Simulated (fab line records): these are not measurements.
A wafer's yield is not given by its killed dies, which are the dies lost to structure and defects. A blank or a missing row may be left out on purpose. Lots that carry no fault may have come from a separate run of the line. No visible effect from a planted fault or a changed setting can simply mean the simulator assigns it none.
Which tool is to blame? :: flow n5 finfet :: at 1 step of a route of 1938, 11 lots with 33 wafers sampled

== WHAT EACH GAUGE READ, for each wafer ==
N5_BEOL_M14_INSPECT_55: inspects for defects (darkfield).
lot: L698
measured: day 11 12:01
on: defect inspect-01
raw defect count: 34 35 36

lot: L699
measured: day 11 13:32
on: defect inspect-01
raw defect count: 47 45 67

lot: L702
measured: day 12 05:22
on: defect inspect-02
raw defect count: 51 56 52

lot: L706
measured: day 13 05:26
on: defect inspect-01
raw defect count: 33 50 51

lot: L707
measured: day 13 06:17
on: defect inspect-02
raw defect count: 60 23 57

lot: L708
measured: day 13 14:38
on: defect inspect-02
raw defect count: 30 42 56

lot: L709
measured: day 13 18:02
on: defect inspect-02
raw defect count: 88 79 60

lot: L713
measured: day 14 14:05
on: defect inspect-02
raw defect count: 63 72 58

lot: L711
measured: day 14 18:28
on: defect inspect-01
raw defect count: 100 117 106

lot: L719
measured: day 17 03:00
on: defect inspect-02
raw defect count: 115 57 130

lot: L720
measured: day 18 05:30
on: defect inspect-01
raw defect count: 58 62 73

== WHAT TOOL EACH LOT RAN ON (gives the tool, then ch and the chambers of the sampled wafers, and finally the start) ==
No process step before these readings appears in the record.

== WHAT THE TOOLS THEMSELVES READ (means of the sampled wafers that have a number; where no wafer has one, the mark that the record gives instead) ==
The record holds no such reading with a usual standard deviation.

== THE ANSWER, worked out from the rows above alone ==
Rule: what is usual is taken from the lots themselves. Put in order of their means at a reading, lots are off if they are a third of the lots or fewer, leave a main group of 4 or more, and stand apart from it by a gap of 3 or more times the standard deviation of the main group's means; of several such gaps the widest counts. Not used: any main group whose means are identical at the precision the tables above print for the reading. Also off: a lot with no number at a reading for which 4 or more lots have one. All remaining lots with rows at the step are treated as sound. Order of review: gauges by route order, followed by the tools' own readings, for which a lot's mean as printed above is used. The first step at which some lot is off is used, and at that step the reading that is off furthest; a lot without a number counts as furthest.
Nothing can be told from this: no lot is off at any reading shown.

== WHAT THE SIMULATOR HAD INSERTED ==
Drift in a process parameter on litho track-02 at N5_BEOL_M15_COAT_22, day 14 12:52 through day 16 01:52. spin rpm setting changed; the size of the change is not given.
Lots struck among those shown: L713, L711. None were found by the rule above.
